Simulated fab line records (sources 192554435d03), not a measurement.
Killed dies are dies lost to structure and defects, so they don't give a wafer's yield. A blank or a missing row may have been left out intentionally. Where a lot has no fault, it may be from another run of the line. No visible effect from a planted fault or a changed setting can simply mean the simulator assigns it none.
Chamber matching | flow n5 finfet | 4 sister chambers for N5_STI_FIN_REVEAL_ALD_14 on ald sin-03
The step deposits Si3N4, target thk 3 nm. 8 wafers are shown with their chamber, then 8 later ones without.

## EACH WAFER AND ITS CHAMBER
wafer  | chamber | heater power w (W)
L083.1 | 3       | 771
L083.5 | 1       | 935
L087.3 | 0       | 735
L087.5 | 1       | 899
L088.1 | 0       | 739
L088.3 | 2       | 824
L088.4 | 3       | 760
L090.1 | 2       | 799

## WAFERS WITH NO CHAMBER GIVEN
wafer  | heater power w (W)
L090.3 | 746
L090.5 | 813
L091.1 | 944
L091.5 | 733
L091.6 | 953
L093.1 | 733
L093.2 | 779
L093.4 | 798

## WHICH CHAMBER EACH ONE RAN IN
wafer  | from the rows above          | in truth
L090.3 | can't be placed: 0 or 3      | 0
L090.5 | 2                            | 2
L091.1 | 1                            | 1
L091.5 | can't be placed: 0 or 3      | 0
L091.6 | 1                            | 1
L093.1 | can't be placed: 0 or 3      | 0
L093.2 | can't be placed: 3 or 2 or 0 | 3
L093.4 | can't be placed: 2 or 3      | 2
3 of 8 placed correctly. From these rows, 5 cannot be placed; in 5 the true chamber is one of the candidates. Placed wrongly: 0.
How it was worked out, from the rows above alone: a wafer's distance from a chamber is the root of the sum, over the readings, of the square of ((its reading less the chamber's mean) divided by the reading's scatter). The wafer belongs to the nearest chamber; if the next one is less than 2 further off, it can't be placed. A chamber's mean is the mean of its shown wafers. How the scatter is found: for the shown wafers, subtract from each reading the mean of its chamber, square and add these, divide the total by (wafers less chambers), then take the root.
